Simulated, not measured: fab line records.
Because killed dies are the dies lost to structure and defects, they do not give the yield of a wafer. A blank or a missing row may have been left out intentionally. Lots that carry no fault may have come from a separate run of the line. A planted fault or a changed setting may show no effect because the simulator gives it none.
fab line records    flow n5Finfet    part 2 of 2: steps 25 to 30 of 30
[record] lots = 5  wafers = 15  lastDay = 15
route steps=1938 shown BEOL_M9@1461 BEOL_M10@1470
lots that met no fault: taken from a fault-free run of the same line
startH: the number of hours between the record's first day and the start of the first shown wafer of the lot    waitH: hours from the lot's prior step to this one    " as in the row above    L1.1+2: a single row standing in for several wafers    - no value, or no start was given    * or withheld: withheld    < > ~ a bound
route shown NAME@n: NAME is a module with steps in the file, n the number in the route of the first one    usual: the fault-free wafers' mean and standard deviation    same: alike in all rows    chamber/n: place in a boat    sites: readings site by site    _std_site: their standard deviation    _edge_site: inner sites' mean taken away from outer sites' mean    radiusMm: for every site, how far away it sits from the centre of the wafer    mask NAME#n: copy n    behind: tool/chamber where the wafer was last shaped    hold: what put the lot on hold/how long, in hours/how the hold closed    device: the transistor (n, p or np) that didn't switch    end of line: tests run on the same wafers once the route is complete    a step without rows: its recipe alone    killed: not the wafer's yield, but the dies lost to structure and defects at the first sort    map: a wafer's dies, marking killed ones x, the rest . and places with no die _
set.NAME: the setting that was run; set.NAME@STEP: the one run at that earlier step    model.NAME: the simulator's own value behind a step, which no gauge read
certain route steps with their lots: each step a table, each wafer a row
services: when a tool's chamber went out of use (startH, in hours from the record's first day, below 0 if earlier), for how many hours, and the reason
[[steps]]
[step N5_BEOL_M10_INSPECT_13]
[recipe] mode = adi  inspectInstrument = brightfield
[usual] rawDefectCount = 419/100
lot.wafer  tool              chamber  startH  waitH  rawDefectCount
L074.1     defectInspect-01  -        226.78  0.0    463
L074.4     "                 -        "       "      563
L074.6     "                 -        "       "      447
L081.1     defectInspect-02  -        250.64  0.0    277
L081.4     "                 -        "       "      425
L081.6     "                 -        "       "      362
L084.1     defectInspect-02  -        279.82  0.0    342
L084.4     "                 -        "       "      403
L084.6     "                 -        "       "      506
L089.1     defectInspect-01  -        298.45  0.0    362
L089.2     "                 -        "       "      361
L089.3     "                 -        "       "      347
L091.1     defectInspect-02  -        311.81  0.0    351
L091.5     "                 -        "       "      392
L091.6     "                 -        "       "      402
[step N5_BEOL_M10_DESCUM_16]
[recipe] chemistry = O2  timeS = 7.9  sourcePowerW = 50  biasPowerW = 20  pressureMtorr = 20  rfFrequencyHz = 2.712e+07  tempC = 40  resist = CAR-ArF  o2FlowSccm = 225
[usual] drypumpMotorCurrentA = 5.6/0.56  oesProductAu = 0.82/0.083  rfVppV = 243.6/1.3  showerheadPlenumPTorr = 2.12/0.078  throttleValvePct = 20.43/0.18
lot.wafer  tool        chamber  startH  waitH  drypumpMotorCurrentA  oesProductAu  rfHoursCounterH  rfVppV  showerheadPlenumPTorr  throttleValvePct
L074.1     rieDiel-05  0        226.82  0.0    4.8                   0.96          5                245.9   2.25                   20.51
L074.4     "           2        "       "      5.3                   0.85          66               243.8   2.12                   20.15
L074.6     "           1        "       "      5.3                   0.92          -                245.5   2.21                   20.39
L081.1     rieDiel-06  0        250.68  0.0    6.3                   0.96          7                241.3   2.04                   20.37
L081.4     "           1        "       "      4.8                   0.67          234              241.7   2.03                   20.43
L081.6     "           2        "       "      5.1                   0.77          -                244.0   2.22                   20.31
L084.1     rieDiel-04  2        279.85  0.0    5.6                   0.90          37               243.3   2.03                   20.27
L084.4     "           3        "       "      6.2                   0.74          161              241.3   2.00                   20.71
L084.6     "           0        "       "      6.7                   0.70          -                242.8   2.13                   20.32
L089.1     rieDiel-05  2        298.48  0.0    5.3                   0.81          97               242.5   2.11                   20.19
L089.2     "           0        "       "      4.8                   0.90          36               245.0   2.24                   20.55
L089.3     "           1        "       "      5.4                   0.87          46               244.3   2.20                   20.44
L091.1     rieDiel-06  3        311.87  0.1    5.8                   0.77          146              243.0   2.10                   20.48
L091.5     "           2        "       "      5.1                   0.75          -                244.1   2.21                   20.34
L091.6     "           3        "       "      5.9                   0.77          -                242.4   2.09                   20.49
[step N5_BEOL_M10_ETCH_61]
[recipe] chemistry = CF4  target = SiARC  targetDepthA = 390  maskMaterial = CAR-ArF  timeS = 65  ionEnergyEv = 80  pressureMtorr = 40  sourceW = 545  biasW = 36  Ar_flow_sccm = 100  cf4FlowSccm = 100  ends = cleared
[usual] drypumpMotorCurrentA = 5.6/0.56  etchRfOnTimeS = 64.6/1.9  oesProductAu = 0.70/0.079  rfVppV = 184.5/1.2  showerheadPlenumPTorr = 2.17/0.072  throttleValvePct = 15.62/0.19
lot.wafer  tool        chamber  startH  waitH  drypumpMotorCurrentA  etchRfOnTimeS  oesProductAu  rfHoursCounterH  rfVppV  showerheadPlenumPTorr  throttleValvePct
L074.1     rieDiel-05  0        226.85  0.0    4.8                   60.3           0.87          5                186.2   2.28                   15.44
L074.4     "           2        "       "      5.3                   64.1           0.72          66               185.0   2.15                   15.20
L074.6     "           1        "       "      5.3                   62.4           0.81          -                185.4   2.26                   15.56
L081.1     rieDiel-06  0        250.72  0.0    6.2                   63.8           0.81          7                183.6   2.10                   15.57
L081.4     "           1        "       "      4.8                   66.4           0.58          234              184.3   2.10                   15.86
L081.6     "           2        "       "      5.1                   66.2           0.65          -                183.9   2.27                   15.55
L084.1     rieDiel-04  2        279.89  0.0    5.6                   66.5           0.75          37               184.4   2.08                   15.47
L084.4     "           3        "       "      6.2                   66.0           0.62          161              183.7   2.06                   15.96
L084.6     "           0        "       "      6.7                   64.8           0.61          -                183.7   2.21                   15.76
L089.1     rieDiel-05  2        298.52  0.0    5.3                   64.2           0.68          97               184.8   2.14                   15.24
L089.2     "           0        "       "      4.8                   59.7           0.80          36               184.8   2.27                   15.52
L089.3     "           1        "       "      5.3                   62.3           0.76          46               186.1   2.25                   15.62
L091.1     rieDiel-06  3        311.92  0.0    5.9                   65.5           0.64          146              185.0   2.14                   15.68
L091.5     "           2        "       "      5.1                   66.4           0.63          -                185.4   2.27                   15.61
L091.6     "           3        "       "      5.8                   66.1           0.63          -                184.3   2.14                   15.69
[step N5_BEOL_M10_ETCH_62]
[recipe] chemistry = N2/H2  target = SOC  targetDepthA = 1100  overetchA = 220  maskMaterial = SiARC  tempC = 40  timeS = 165  ionEnergyEv = 200  pressureMtorr = 30  sourceW = 840  biasW = 150  n2FlowSccm = 200  h2FlowSccm = 200
[usual] drypumpMotorCurrentA = 5.6/0.56  h2FlowSccm = 200.1/0.63  oesProductAu = 0.69/0.069  rfVppV = 525.0/2.5  showerheadPlenumPTorr = 2.58/0.088  throttleValvePct = 17.84/0.19
lot.wafer  tool        chamber  startH  waitH  drypumpMotorCurrentA  h2FlowSccm  oesProductAu  rfHoursCounterH  rfVppV  showerheadPlenumPTorr  throttleValvePct
L074.1     rieDiel-05  0        226.90  0.0    4.8                   199.9       0.83          5                529.0   2.72                   17.72
L074.4     "           2        "       "      5.3                   201.0       0.70          66               523.9   2.57                   17.41
L074.6     "           1        "       "      5.3                   202.0       0.78          -                528.4   2.71                   17.96
L081.1     rieDiel-06  0        250.77  0.0    6.2                   200.7       0.80          7                522.6   2.51                   17.84
L081.4     "           1        "       "      4.8                   200.1       0.59          234              521.8   2.49                   17.94
L081.6     "           2        "       "      5.1                   200.0       0.65          -                528.2   2.68                   17.72
L084.1     rieDiel-04  2        279.94  0.0    5.7                   199.5       0.75          37               522.5   2.47                   17.68
L084.4     "           3        "       "      6.2                   201.1       0.62          161              521.1   2.43                   18.22
L084.6     "           0        "       "      6.7                   199.0       0.61          -                526.0   2.62                   17.94
L089.1     rieDiel-05  2        298.57  0.0    5.3                   199.8       0.68          97               525.0   2.56                   17.50
L089.2     "           0        "       "      4.8                   200.0       0.77          36               528.0   2.70                   17.79
L089.3     "           1        "       "      5.3                   199.8       0.73          46               528.6   2.70                   17.99
L091.1     rieDiel-06  3        312.00  0.1    5.9                   198.8       0.64          146              523.7   2.55                   17.89
L091.5     "           2        "       "      5.1                   200.0       0.63          -                527.2   2.67                   17.77
L091.6     "           3        "       "      5.9                   199.1       0.63          -                524.5   2.55                   17.85
[step N5_BEOL_M10_STRIP_68]
[recipe] chemistry = N2/H2  tempC = 40  n2FlowSccm = 200  h2FlowSccm = 200  rfFrequencyHz = 6e+07
lot.wafer   tool        chamber  startH  waitH
L074.1+4+6  rieDiel-05  0,2,1    227.04  0.1
L081.1+4+6  rieDiel-06  0,1,2    250.90  0.1
L084.1+4+6  rieDiel-04  2,3,0    280.08  0.1
L089.1+2+3  rieDiel-05  2,0,1    298.70  0.1
L091.1+5+6  rieDiel-06  3,2,3    312.20  0.1
[step N5_BEOL_M10_STRIP_67]
[recipe] chemistry = CF4  resist = SiARC  powerW = 300  biasPowerW = 75  pressureMtorr = 50  cf4FlowSccm = 150  rfFrequencyHz = 6e+07
[usual] drypumpMotorCurrentA = 5.6/0.56  oesProductAu = 0.81/0.081  rfVppV = 271.6/1.5  showerheadPlenumPTorr = 1.82/0.057  throttleValvePct = 13.59/0.18
lot.wafer  tool        chamber  startH  waitH  drypumpMotorCurrentA  oesProductAu  rfHoursCounterH  rfVppV  showerheadPlenumPTorr  throttleValvePct
L074.1     rieDiel-05  0        227.05  0.0    4.8                   0.98          5                273.8   1.90                   13.34
L074.4     "           2        "       "      5.3                   0.84          66               272.0   1.82                   13.21
L074.6     "           1        "       "      5.3                   0.92          -                273.6   1.89                   13.51
L081.1     rieDiel-06  0        250.91  0.0    6.2                   0.94          7                269.7   1.77                   13.51
L081.4     "           1        "       "      4.8                   0.69          235              270.8   1.77                   13.89
L081.6     "           2        "       "      5.1                   0.77          -                273.5   1.91                   13.50
L084.1     rieDiel-04  2        280.09  0.0    5.6                   0.89          37               270.9   1.75                   13.46
L084.4     "           3        "       "      6.2                   0.74          161              268.5   1.72                   13.86
L084.6     "           0        "       "      6.7                   0.72          -                273.4   1.85                   13.81
L089.1     rieDiel-05  2        298.71  0.0    5.3                   0.80          98               271.0   1.81                   13.31
L089.2     "           0        "       "      4.8                   0.89          36               273.9   1.89                   13.41
L089.3     "           1        "       "      5.3                   0.86          47               272.3   1.88                   13.60
L091.1     rieDiel-06  3        312.21  0.0    5.9                   0.76          146              272.4   1.80                   13.68
L091.5     "           2        "       "      5.1                   0.74          -                273.9   1.90                   13.57
L091.6     "           3        "       "      5.8                   0.76          -                272.9   1.80                   13.66
[[services]]
tool            chamber  startH  hours  kind
pecvd-02        1        205.67  4.9    repair
cmp-01          -        213.32  1.2    repair
arfiScanner-02  -        216.06  1.3    pm
arfiScanner-03  -        216.42  1.4    repair
rieDiel-04      1        235.62  8.8    repair
rieDiel-05      3        239.05  115.1  repair
cmp-02          -        244.28  4.8    pm
arfiScanner-03  -        244.84  0.7    repair
arfiScanner-02  -        250.34  7.0    repair
ecdCu-02        -        251.89  0.5    repair
cmp-02          -        256.68  4.0    pm
arfiScanner-03  -        257.03  1.3    pm
arfiScanner-03  -        258.55  0.8    pm
ecdCu-02        -        258.97  0.3    repair
pecvd-04        2        272.32  2.5    repair
pecvd-03        1        275.80  7.2    repair
ecdCu-01        -        282.79  1.7    repair
uvCure-01       -        282.81  2.1    pm
uvCure-03       -        286.17  2.1    pm
ecdCu-01        -        291.88  3.2    repair
arfiScanner-02  -        292.38  0.4    repair
cmp-02          -        292.57  1.2    repair
pecvd-01        2        298.12  1.9    repair
pecvd-03        -        308.30  0.8    pm
